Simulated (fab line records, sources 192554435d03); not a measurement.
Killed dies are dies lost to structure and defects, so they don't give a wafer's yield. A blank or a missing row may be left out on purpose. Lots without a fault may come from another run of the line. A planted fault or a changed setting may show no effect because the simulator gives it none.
fab line records | flow n5_finfet
record lots=7 wafers=21
route steps=1938 shown ZERO_LAYER@9 SD_EPI_N@263 ILD0@338 SDB@350 MOL_CONTACT_COAG@613 BEOL_M0_SAQP@634
start_h: hours from the record's first day to the start of the lot's first wafer shown | wait_h: hours since the lot's step before | " the same as in the row above | L1.1+2: a row that stands for several wafers | - no value, or no start given | * or withheld: withheld | < > ~ a bound
route shown NAME@n: a module of which the file shows steps, and the number in the route of the first | usual: mean/standard deviation of fault-free wafers | same: alike in all rows | chamber/n: place in a boat | sites: the reading at each site | _std_site: their standard deviation | _edge_site: outer sites' mean less inner sites' | radius_mm: how far each site lies from the wafer's centre | mask NAME#n: copy n | behind: the tool/chamber that last shaped the wafer | hold: why the lot was held/for how many hours/how that ended | device: the transistor (n, p or np) that didn't switch | end of line: the same wafers' tests at the end of the route | a step without rows: its recipe alone | killed: dies lost to structure and defects at the first sort, not the wafer's yield | map: a wafer's dies, x killed, . not, _ none there
set.NAME: the setting as run; set.NAME@STEP: as run at that earlier step | model.NAME: the simulator's own value behind a step, which no gauge read
lots whose settings were changed on purpose; a table a step, a row a wafer
## steps
# step N5_ZERO_LAYER_EXPOSE_08
# recipe mask_id=ZERO na=0.55 source_shape=conventional sigma_outer=0.8 polarization=unpolarized defocus_nm=0 target_cd_nm=2000 dose_mj=16.2
# columns lot.wafer tool chamber start_h wait_h mask set.dose_mj
L076.1+3 krf_scanner-01 0 24.59 - ZERO#0 16.2
L076.5 " 0 " " ZERO#0 16.99
L088.2+4 krf_scanner-02 0 96.60 - ZERO#0 15.09
L088.3 " 0 " " ZERO#0 16.2
L089.2+4 krf_scanner-01 0 102.60 - ZERO#0 16.2
L089.3 " 0 " " ZERO#0 16.7
L091.1+4+6 krf_scanner-02 0 114.61 - ZERO#0 16.2
L092.1+3+6 krf_scanner-01 0 120.59 - ZERO#0 16.2
L095.1+4+6 krf_scanner-01 0 138.48 - ZERO#0 17.26
L096.1+4 krf_scanner-02 0 144.59 - ZERO#0 16.2
L096.3 " 0 " " ZERO#0 17
# step N5_ZERO_LAYER_DEVELOP_10
# recipe develop_time_s=60 rinse_liquid=diw dry=air_spin dev_temp_c=21
# columns lot.wafer tool chamber start_h wait_h set.develop_time_s
L076.1+3 litho_track-03 0 - - 56.01
L076.5 " 0 " " 60
L088.2+3+4 litho_track-05 0 - - 60
L089.2+3+4 litho_track-01 0 - - 72.66
L091.1+4+6 litho_track-03 0 - - 60
L092.1 litho_track-05 0 - - 47.24
L092.3+6 " 0 " " 60
L095.1+4 litho_track-05 0 - - 60
L095.6 " 0 " " 71.41
L096.1+4 litho_track-05 0 - - 60
L096.3 " 0 " " 72.96
# step N5_ZERO_LAYER_HARDBAKE_23
# recipe temp_c=130 time_s=120
# step N5_ZERO_LAYER_CD_MEAS_11
# recipe target_cd_nm=2000 landing_energy_ev=500 detector=se_inlens
# usual cd_nm=1999.4/1.9
# columns lot.wafer tool chamber start_h wait_h set.dose_mj@ZERO_LAYER_EXPOSE_08 cd_nm
L076.1 cd_sem-02 0 24.77 - 16.2 1998.0
L076.3 " 0 " " 16.2 1995.7
L076.5 " 0 " " 16.99 2008.5
L088.2 cd_sem-01 0 96.77 - 15.09 1985.9
L088.3 " 0 " " 16.2 1998.5
L088.4 " 0 " " 15.09 1984.4
L089.2 cd_sem-02 0 102.77 - 16.2 2007.0
L089.3 " 0 " " 16.7 2009.1
L089.4 " 0 " " 16.2 2004.6
L091.1 cd_sem-03 0 114.78 - 16.2 2000.4
L091.4 " 0 " " 16.2 1998.0
L091.6 " 0 " " 16.2 1997.2
L092.1 cd_sem-02 0 120.77 - 16.2 1994.0
L092.3 " 0 " " 16.2 2002.1
L092.6 " 0 " " 16.2 2000.2
L095.1 cd_sem-02 0 138.66 - 17.26 2009.7
L095.4 " 0 " " 17.26 2012.8
L095.6 " 0 " " 17.26 2016.3
L096.1 cd_sem-03 0 144.77 - 16.2 1999.6
L096.3 " 0 " " 17 2015.9
L096.4 " 0 " " 16.2 2002.0
# step N5_ZERO_LAYER_DESCUM_16
# recipe chemistry=O2 time_s=7.9 source_power_w=50 bias_power_w=20 pressure_mtorr=20 rf_frequency_hz=2.712e+07 temp_c=40 o2_flow_sccm=225
# columns lot.wafer tool chamber start_h wait_h set.dose_mj@ZERO_LAYER_EXPOSE_08 model.ZERO_LAYER.cd_nm
L076.1 rie_diel-05 0 24.80 0.0 16.2 1998
L076.3 " 3 " " 16.2 1995
L076.5 " 2 " " 16.99 2008
L088.2 rie_diel-03 0 96.81 0.0 15.09 1986
L088.3 " 2 " " 16.2 1999
L088.4 " 1 " " 15.09 1985
L089.2 rie_diel-04 0 102.81 0.0 16.2 2007
L089.3 " 2 " " 16.7 2009
L089.4 " 1 " " 16.2 2004
L091.1 rie_diel-03 1 114.82 0.0 16.2 2000
L091.4 " 1 " " 16.2 1998
L091.6 " 0 " " 16.2 1997
L092.1 rie_diel-05 0 121.18 0.4 16.2 1994
L092.3 " 3 " " 16.2 -
L092.6 " 3 " " 16.2 2000
L095.1 rie_diel-03 0 138.86 0.2 17.26 2010
L095.4 " 1 " " 17.26 2013
L095.6 " 2 " " 17.26 2016
L096.1 rie_diel-03 2 144.81 0.0 16.2 2000
L096.3 " 3 " " 17 2016
L096.4 " 1 " " 16.2 2002
# step N5_SD_EPI_N_COAT_33
# recipe resist=SiARC temp_c=220 time_s=60 spin_rpm=1500 resist_thk_nm=35
# columns lot.wafer tool chamber start_h wait_h set.spin_rpm model.SiARC_of_SD_EPI_N_COAT_33.thk_nm
L076.1+5 litho_track-05 0 - - 1500 35
L076.3 " 0 " " 1642 33.6
L088.2 litho_track-02 0 - - 1500 34.8
L088.3 " 0 " " 1441 35.6
L088.4 " 0 " " 1441 35.8
L089.2+3+4 litho_track-02 0 - - 1500 34.8
L091.1+4+6 litho_track-04 0 - - 1500 35
L092.1 litho_track-05 0 - - 1568 34
L092.3 " 0 " " 1500 34.8
L092.6 " 0 " " 1500 35
L095.1+6 litho_track-04 0 - - 1346 37
L095.4 " 0 " " 1500 35
L096.1 litho_track-04 0 - - 1580 34
L096.3 " 0 " " 1580 33.8
L096.4 " 0 " " 1500 34.8
# step N5_SD_EPI_N_EXPOSE_06
# recipe mask_id=SD_N_BLK na=1.35 source_shape=conventional sigma_outer=0.8 polarization=unpolarized target_cd_nm=120 dose_mj=39.75
# columns lot.wafer tool chamber start_h wait_h mask set.dose_mj
L076.1+3+5 arfi_scanner-03 0 61.46 - SD_N_BLK#0 39.75
L088.2 arfi_scanner-01 0 136.37 - SD_N_BLK#0 38.66
L088.3+4 " 0 " " SD_N_BLK#0 39.75
L089.2+4 arfi_scanner-03 0 142.42 - SD_N_BLK#0 39.75
L089.3 " 0 " " SD_N_BLK#0 38.75
L091.1+4+6 arfi_scanner-03 0 150.92 - SD_N_BLK#0 39.75
L092.1+6 arfi_scanner-02 0 155.42 - SD_N_BLK#0 37.4
L092.3 " 0 " " SD_N_BLK#0 39.75
L095.1+4 arfi_scanner-01 0 176.20 - SD_N_BLK#0 41.6
L095.6 " 0 " " SD_N_BLK#0 39.75
L096.1 arfi_scanner-03 0 181.45 - SD_N_BLK#0 39.75
L096.3+4 " 0 " " SD_N_BLK#0 42.44
# step N5_SD_EPI_N_PEB_07
# recipe peb_temp_c=110 peb_time_s=60 resist=CAR-ArF-block
# step N5_SD_EPI_N_DEVELOP_08
# recipe develop_time_s=30 developer=TMAH resist=CAR-ArF-block dev_temp_c=23 rinse_liquid=diw dry=air_spin
# step N5_SD_EPI_N_CD_MEAS_09
# recipe target_cd_nm=120 landing_energy_ev=500 detector=se_inlens
# usual cd_nm=120.2/0.54
# columns lot.wafer tool chamber start_h wait_h set.dose_mj@SD_EPI_N_EXPOSE_06 cd_nm
L076.1 cd_sem-03 0 61.58 - 39.75 119.4
L076.3 " 0 " " 39.75 120.7
L076.5 " 0 " " 39.75 119.9
L088.2 cd_sem-01 0 136.50 - 38.66 118.5
L088.3 " 0 " " 39.75 119.9
L088.4 " 0 " " 39.75 120.5
L089.2 cd_sem-02 0 142.54 - 39.75 119.2
L089.3 " 0 " " 38.75 118.3
L089.4 " 0 " " 39.75 120.7
L091.1 cd_sem-03 0 151.04 - 39.75 121.1
L091.4 " 0 " " 39.75 121.1
L091.6 " 0 " " 39.75 119.4
L092.1 cd_sem-03 0 155.54 - 37.4 116.7
L092.3 " 0 " " 39.75 119.0
L092.6 " 0 " " 37.4 115.5
L095.1 cd_sem-01 0 176.33 - 41.6 123.2
L095.4 " 0 " " 41.6 123.0
L095.6 " 0 " " 39.75 119.9
L096.1 cd_sem-03 0 181.57 - 39.75 120.1
L096.3 " 0 " " 42.44 125.1
L096.4 " 0 " " 42.44 124.3
# step N5_SD_EPI_N_DESCUM_14
# recipe chemistry=O2 time_s=7.9 source_power_w=50 bias_power_w=20 pressure_mtorr=20 rf_frequency_hz=2.712e+07 temp_c=40 resist=CAR-ArF-block o2_flow_sccm=225
# columns lot.wafer tool chamber start_h wait_h set.dose_mj@SD_EPI_N_EXPOSE_06 model.SD_EPI_N.cd_nm
L076.1 rie_diel-06 3 61.67 0.0 39.75 119.4
L076.3 " 1 " " 39.75 120.6
L076.5 " 3 " " 39.75 119.8
L088.2 rie_diel-06 3 136.61 0.1 38.66 118.4
L088.3 " 0 " " 39.75 120.2
L088.4 " 1 " " 39.75 120.4
L089.2 rie_diel-02 2 143.23 0.6 39.75 119.4
L089.3 " 0 " " 38.75 118.6
L089.4 " 3 " " 39.75 120.8
L091.1+4 rie_diel-01 2,3 151.13 0.0 39.75 121
L091.6 " 1 " " 39.75 119.6
L092.1 rie_diel-01 0 155.63 0.0 37.4 116.8
L092.3 " 3 " " 39.75 119
L092.6 " 1 " " 37.4 115.4
L095.1 rie_diel-01 1 176.42 0.0 41.6 123.4
L095.4 " 0 " " 41.6 123.2
L095.6 " 3 " " 39.75 119.8
L096.1 rie_diel-01 0 181.66 0.0 39.75 120.2
L096.3 " 1 " " 42.44 124.8
L096.4 " 2 " " 42.44 124.6
# step N5_SD_EPI_N_ETCH_34
# recipe chemistry=CF4 target=SiARC target_depth_a=455 mask_material=CAR-ArF-block time_s=75.8 ion_energy_ev=80 pressure_mtorr=40 source_w=545 bias_w=36 Ar_flow_sccm=100 cf4_flow_sccm=100 ends=cleared
# columns lot.wafer tool chamber start_h wait_h set.spin_rpm@SD_EPI_N_COAT_33 set.dose_mj@SD_EPI_N_EXPOSE_06 model.SD_EPI_N.cd_nm model.etch.depth_nm model.CAR-ArF-block_of_SD_EPI_N_COAT_03.thk_nm
L076.1 rie_diel-06 3 61.70 0.0 1500 39.75 119.2 34.99 110.6
L076.3 " 1 " " 1642 39.75 120.6 33.58 112
L076.5 " 3 " " 1500 39.75 119.6 35.07 110.8
L088.2 rie_diel-06 3 136.64 0.0 1500 38.66 118 34.85 111.6
L088.3 " 0 " " 1441 39.75 120.2 35.6 110.6
L088.4 " 1 " " 1441 39.75 120.6 35.76 110.4
L089.2 rie_diel-02 2 143.26 0.0 1500 39.75 119 34.77 111.4
L089.3 " 0 " " 1500 38.75 118.4 34.71 111
L089.4 " 3 " " 1500 39.75 120.6 34.87 111.2
L091.1 rie_diel-01 2 151.17 0.0 1500 39.75 121 35.07 111.4
L091.4 " 3 " " 1500 39.75 120.6 35 111.4
L091.6 " 1 " " 1500 39.75 120 34.95 111.8
L092.1 rie_diel-01 0 155.67 0.0 1568 37.4 116.6 34 111.6
L092.3 " 3 " " 1500 39.75 118.6 34.88 110.6
L092.6 " 1 " " 1500 37.4 115.6 34.92 111
L095.1 rie_diel-01 1 176.45 0.0 1346 41.6 123.6 36.97 109
L095.4 " 0 " " 1500 41.6 123.2 35 111
L095.6 " 3 " " 1346 39.75 120 36.95 108.8
L096.1 rie_diel-01 0 181.70 0.0 1580 39.75 120.2 33.97 110.6
L096.3 " 1 " " 1580 42.44 125 33.86 110.8
L096.4 " 2 " " 1500 42.44 124.6 34.8 110.2
# step N5_SD_EPI_N_ETCH_35
# recipe chemistry=N2/H2 target=SOC overetch_a=1080 mask_material=SiARC temp_c=40 ion_energy_ev=100 source_w=3000 bias_w=133 pressure_mtorr=20 time_s=486 n2_flow_sccm=200 h2_flow_sccm=200
# columns lot.wafer tool chamber start_h wait_h set.spin_rpm@SD_EPI_N_COAT_33 model.SiARC_of_SD_EPI_N_COAT_33.thk_nm
L076.1 rie_diel-06 3 61.76 0.0 1500 19.6
L076.3 " 1 " " 1642 18
L076.5 " 3 " " 1500 19.8
L088.2 rie_diel-06 3 136.70 0.0 1500 20
L088.3 " 0 " " 1441 20.8
L088.4 " 1 " " 1441 20.4
L089.2 rie_diel-02 2 143.32 0.0 1500 19.4
L089.3+4 " 0,3 " " 1500 19.6
L091.1 rie_diel-01 2 151.22 0.0 1500 19.8
L091.4 " 3 " " 1500 19.2
L091.6 " 1 " " 1500 19.6
L092.1 rie_diel-01 0 155.72 0.0 1568 18.8
L092.3 " 3 " " 1500 19
L092.6 " 1 " " 1500 19.6
L095.1 rie_diel-01 1 176.51 0.0 1346 21.2
L095.4 " 0 " " 1500 19.6
L095.6 " 3 " " 1346 20.8
L096.1 rie_diel-01 0 181.75 0.0 1580 18.8
L096.3 " 1 " " 1580 18.4
L096.4 " 2 " " 1500 19.2
# step N5_SD_EPI_N_STRIP_36
# recipe chemistry=N2/H2 temp_c=40 n2_flow_sccm=200 h2_flow_sccm=200 rf_frequency_hz=6e+07
# step N5_SD_EPI_N_ETCHBACK_44
# recipe chemistry=CH3F/O2 mode=anisotropic_etchback target=SiNx target_depth_a=145 stop_on=SiO2 over_etch_frac=0.3 ion_energy_ev=120 pressure_mtorr=30 source_w=395 bias_w=73 Ar_flow_sccm=150 CH3F_flow_sccm=30 O2_flow_sccm=20
# columns lot.wafer tool chamber start_h wait_h set.spin_rpm@SD_EPI_N_COAT_33 model.SiARC_of_SD_EPI_N_COAT_33.thk_nm
L076.1 rie_diel-06 3 62.09 0.0 1500 16
L076.3 " 1 " " 1642 14.2
L076.5 " 3 " " 1500 16.2
L088.2 rie_diel-06 3 137.02 0.0 1500 16.2
L088.3 " 0 " " 1441 17.2
L088.4 " 1 " " 1441 16.6
L089.2 rie_diel-02 2 143.64 0.0 1500 15.6
L089.3 " 0 " " 1500 16
L089.4 " 3 " " 1500 15.8
L091.1 rie_diel-01 2 151.55 0.0 1500 16
L091.4 " 3 " " 1500 15.4
L091.6 " 1 " " 1500 15.8
L092.1 rie_diel-01 0 156.05 0.0 1568 15
L092.3 " 3 " " 1500 15.2
L092.6 " 1 " " 1500 15.8
L095.1 rie_diel-01 1 176.83 0.0 1346 17.4
L095.4 " 0 " " 1500 15.8
L095.6 " 3 " " 1346 17
L096.1 rie_diel-01 0 182.08 0.0 1580 15
L096.3 " 1 " " 1580 14.6
L096.4 " 2 " " 1500 15.6
# step N5_ILD0_CMP_03
# recipe stop_on=SiNx t_overpolish_s=1.9 post_cmp_clean=alkaline_brush down_force_psi=4.1491 platen_rpm=51.796 pad_velocity_m_s=1.0306 target_thk_nm=197.38
# usual time_to_endpoint_s=72/3.8
# columns lot.wafer tool chamber start_h wait_h set.down_force_psi time_to_endpoint_s
L076.3 cmp-01 2 73.75 0.1 5.018 59
L076.1 " 0 " " 4.1491 75
L076.5 " 2 " " 4.1491 75
L088.3 cmp-03 2 148.46 0.1 3.313 83
L088.4 " 3 " " 3.313 92
L088.2 " 0 " " 4.1491 70
L089.3 cmp-03 1 156.26 0.1 4.502 69
L089.2 " 2 " " 4.1491 70
L089.4 " 3 " " 4.502 67
L091.1 cmp-04 1 165.07 0.1 4.1491 75
L091.4 " 2 " " 4.1491 72
L091.6 " 3 " " 4.1491 73
L092.1 cmp-01 1 167.29 0.0 4.1491 79
L092.3 " 3 " " 4.1491 74
L092.6 " 1 " " 3.42 94
L095.1 cmp-03 3 189.05 0.1 4.1491 77
L095.4 " 1 " " 4.1491 77
L095.6 " 2 " " 4.1491 71
L096.4 cmp-01 2 194.71 0.0 4.1491 64
L096.1 " 3 " " 4.1491 75
L096.3 " 1 " " 4.1491 78
# step N5_SDB_COAT_05
# recipe resist=CAR-ArF spin_rpm=1500 resist_thk_nm=90
# columns lot.wafer tool chamber start_h wait_h set.spin_rpm model.CAR-ArF_of_SDB_COAT_05.thk_nm
L076.1 litho_track-03 0 - - 1500 90.6
L076.3 " 0 " " 1581 88.2
L076.5 " 0 " " 1581 87.8
L088.2 litho_track-02 0 - - 1500 89.8
L088.3+4 " 0 " " 1500 90
L089.2+4 litho_track-02 0 - - 1500 90.2
L089.3 " 0 " " 1500 90
L091.1+4 litho_track-05 0 - - 1500 89.8
L091.6 " 0 " " 1500 90
L092.1 litho_track-03 0 - - 1500 90.2
L092.3 " 0 " " 1500 90.6
L092.6 " 0 " " 1629 86.4
L095.1 litho_track-02 0 - - 1500 89.8
L095.4 " 0 " " 1623 86.6
L095.6 " 0 " " 1623 86.2
L096.1 litho_track-02 0 - - 1500 90
L096.3 " 0 " " 1425 92.2
L096.4 " 0 " " 1425 92.4
# step N5_SDB_EBR_07
# recipe solvent=PGMEA ebr_width_mm=1.5
# step N5_SDB_SOFTBAKE_06
# recipe temp_c=110 time_s=60 resist=CAR-ArF
# step N5_SDB_EXPOSE_08
# recipe mask_id=SDB na=1.35 source_shape=conventional sigma_outer=0.5 polarization=unpolarized dose_mj=49.6
# step N5_SDB_PEB_09
# recipe peb_temp_c=withheld peb_time_s=60 resist=CAR-ArF
# step N5_SDB_DEVELOP_10
# recipe develop_time_s=30 developer=TMAH resist=CAR-ArF rinse_liquid=diw dry=air_spin dev_temp_c=23
# columns lot.wafer tool chamber start_h wait_h set.spin_rpm@SDB_COAT_05 model.CAR-ArF_of_SDB_COAT_05.thk_nm
L076.1 litho_track-05 0 - - 1500 89
L076.3 " 0 " " 1581 86.6
L076.5 " 0 " " 1581 86.2
L088.2+3+4 litho_track-02 0 - - 1500 88.2
L089.2 litho_track-02 0 - - 1500 88.4
L089.3 " 0 " " 1500 88.2
L089.4 " 0 " " 1500 88.6
L091.1+4+6 litho_track-02 0 - - 1500 88.2
L092.1 litho_track-02 0 - - 1500 88.6
L092.3 " 0 " " 1500 88.8
L092.6 " 0 " " 1629 84.6
L095.1 litho_track-05 0 - - 1500 88
L095.4 " 0 " " 1623 84.8
L095.6 " 0 " " 1623 84.6
L096.1 litho_track-05 0 - - 1500 88.2
L096.3 " 0 " " 1425 90.6
L096.4 " 0 " " 1425 90.8
# step N5_MOL_CONTACT_COAG_ETCHBACK_136
# recipe chemistry=CHF3 target=SiO2 target_depth_a=250 time_s=16.7 ion_energy_ev=200 pressure_mtorr=30 source_w=610 bias_w=170 Ar_flow_sccm=200 CHF3_flow_sccm=50
# columns lot.wafer tool chamber start_h wait_h set.target_depth_a
L076.1+3 rie_diel-01 1,3 114.91 0.0 250
L076.5 " 1 " " 267.2
L088.2 rie_diel-01 0 186.06 0.0 250
L088.3+4 " 1,2 " " 226.5
L089.2+4 rie_diel-06 3,2 196.05 0.0 226.5
L089.3 " 2 " " 250
L091.1+4+6 rie_diel-01 1,3,2 205.88 0.0 250
L092.1+3+6 rie_diel-01 3,1,1 207.40 0.0 250
L095.1+4+6 rie_diel-02 2,1,3 227.18 0.0 250
L096.1+3+4 rie_diel-01 3,0,2 232.25 0.0 267.6
# step N5_MOL_CONTACT_COAG_VIA_ETCH_117
# recipe chemistry=C4F6/O2 target_depth_a=400 overetch_a=80 mask_material=SOC target=SiO2 bias_w=455 pressure_mtorr=10 time_s=26 source_w=325 Ar_flow_sccm=300 C4F6_flow_sccm=10 O2_flow_sccm=10 ion_energy_ev=575.3 ends=end_point
# columns lot.wafer tool chamber start_h wait_h set.bias_w set.target_depth_a@MOL_CONTACT_COAG_ETCHBACK_136 model.MOL_CONTACT_COAG.feature_depth_nm model.etch.depth_nm
L076.1 rie_diel-01 1 114.94 0.0 432.7 250 39.2 39.21
L076.3 " 3 " " 432.7 250 39.4 39.33
L076.5 " 1 " " 455 267.2 37.6 37.57
L088.2 rie_diel-01 0 186.09 0.0 455 250 40.2 40.25
L088.3 " 1 " " 455 226.5 42.4 42.37
L088.4 " 2 " " 455 226.5 42.2 42.2
L089.2 rie_diel-06 3 196.09 0.0 455 226.5 42.6 42.55
L089.3 " 2 " " 455 250 40 40.04
L089.4 " 2 " " 455 226.5 42.4 42.34
L091.1 rie_diel-01 1 205.91 0.0 455 250 39.6 39.67
L091.4 " 3 " " 455 250 39.2 39.19
L091.6 " 2 " " 455 250 39.8 39.71
L092.1 rie_diel-01 3 207.44 0.0 513.7 250 39 39.09
L092.3 " 1 " " 455 250 39.8 39.81
L092.6 " 1 " " 455 250 39.8 39.87
L095.1 rie_diel-02 2 227.21 0.0 478 250 40.4 40.3
L095.4 " 1 " " 478 250 40.2 40.27
L095.6 " 3 " " 455 250 40 40.06
L096.1 rie_diel-01 3 232.28 0.0 455 267.6 38 37.95
L096.3 " 0 " " 455 267.6 38.8 38.87
L096.4 " 2 " " 455 267.6 39 38.91
# step N5_BEOL_M0_SAQP_HM_DEP_02
# recipe material=TiN target_thk_a=120 temp_c=25 chamber_pressure_pa=0.49996
# columns lot.wafer tool chamber start_h wait_h set.target_thk_a model.TiN_of_BEOL_M0_SAQP_HM_DEP_02.thk_nm
L076.1+5 pvd_sputter-03 - 120.77 1.3 120 12
L076.3 " - " " 115 11.6
L088.2+3 pvd_sputter-01 - 197.51 4.0 120 12
L088.4 " - " " 120 11.8
L089.2 pvd_sputter-01 - 200.81 0.2 120 11.8
L089.3 " - " " 115.4 11.6
L089.4 " - " " 115.4 11.4
L091.1+4+6 pvd_sputter-01 - 211.15 0.5 120 11.8
L092.1 pvd_sputter-02 - 215.16 1.5 129.3 13.2
L092.3+6 " - " " 120 12.2
L095.1+6 pvd_sputter-03 - 234.41 2.7 120 11.8
L095.4 " - " " 106.3 10.4
L096.1+4 pvd_sputter-02 - 238.88 1.9 120 11.8
L096.3 " - " " 120 12
## key
split step=N5_ZERO_LAYER_EXPOSE_08 setting=dose_mj stated=16.2 by=wafer
response step=N5_ZERO_LAYER_CD_MEAS_11 reading=cd_nm change=+2.23 per=1% r=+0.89
response step=N5_ZERO_LAYER_DESCUM_16 reading=model.ZERO_LAYER.cd_nm change=+2.22 per=1% r=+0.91
split step=N5_ZERO_LAYER_DEVELOP_10 setting=develop_time_s stated=60 by=wafer
response none clear
split step=N5_SD_EPI_N_COAT_33 setting=spin_rpm stated=1500 by=wafer
response step=N5_SD_EPI_N_COAT_33 reading=model.SiARC_of_SD_EPI_N_COAT_33.thk_nm change=-0.178 per=1% r=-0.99
response step=N5_SD_EPI_N_ETCH_34 reading=model.etch.depth_nm change=-0.177 per=1% r=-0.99
response step=N5_SD_EPI_N_ETCH_34 reading=model.CAR-ArF-block_of_SD_EPI_N_COAT_03.thk_nm change=+0.171 per=1% r=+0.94
response step=N5_SD_EPI_N_ETCH_35 reading=model.SiARC_of_SD_EPI_N_COAT_33.thk_nm change=-0.148 per=1% r=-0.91
response step=N5_SD_EPI_N_ETCHBACK_44 reading=model.SiARC_of_SD_EPI_N_COAT_33.thk_nm change=-0.16 per=1% r=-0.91
split step=N5_SD_EPI_N_EXPOSE_06 setting=dose_mj stated=39.75 by=wafer
response step=N5_SD_EPI_N_CD_MEAS_09 reading=cd_nm change=+0.617 per=1% r=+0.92
response step=N5_SD_EPI_N_DESCUM_14 reading=model.SD_EPI_N.cd_nm change=+0.627 per=1% r=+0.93
response step=N5_SD_EPI_N_ETCH_34 reading=model.SD_EPI_N.cd_nm change=+0.618 per=1% r=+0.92
split step=N5_ILD0_CMP_03 setting=down_force_psi stated=4.1491 by=wafer
response step=N5_ILD0_CMP_03 reading=time_to_endpoint_s change=* per=1% r=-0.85
split step=N5_SDB_COAT_05 setting=spin_rpm stated=1500 by=wafer
response step=N5_SDB_COAT_05 reading=model.CAR-ArF_of_SDB_COAT_05.thk_nm change=-0.45 per=1% r=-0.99
response step=N5_SDB_DEVELOP_10 reading=model.CAR-ArF_of_SDB_COAT_05.thk_nm change=-0.455 per=1% r=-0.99
split step=N5_MOL_CONTACT_COAG_ETCHBACK_136 setting=target_depth_a stated=250 by=wafer
response step=N5_MOL_CONTACT_COAG_VIA_ETCH_117 reading=model.MOL_CONTACT_COAG.feature_depth_nm change=-0.245 per=1% r=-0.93
response step=N5_MOL_CONTACT_COAG_VIA_ETCH_117 reading=model.etch.depth_nm change=-0.238 per=1% r=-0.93
split step=N5_MOL_CONTACT_COAG_VIA_ETCH_117 setting=bias_w stated=455 by=wafer
response none clear
split step=N5_BEOL_M0_SAQP_HM_DEP_02 setting=target_thk_a stated=120 by=wafer
response step=N5_BEOL_M0_SAQP_HM_DEP_02 reading=model.TiN_of_BEOL_M0_SAQP_HM_DEP_02.thk_nm change=+0.119 per=1% r=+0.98
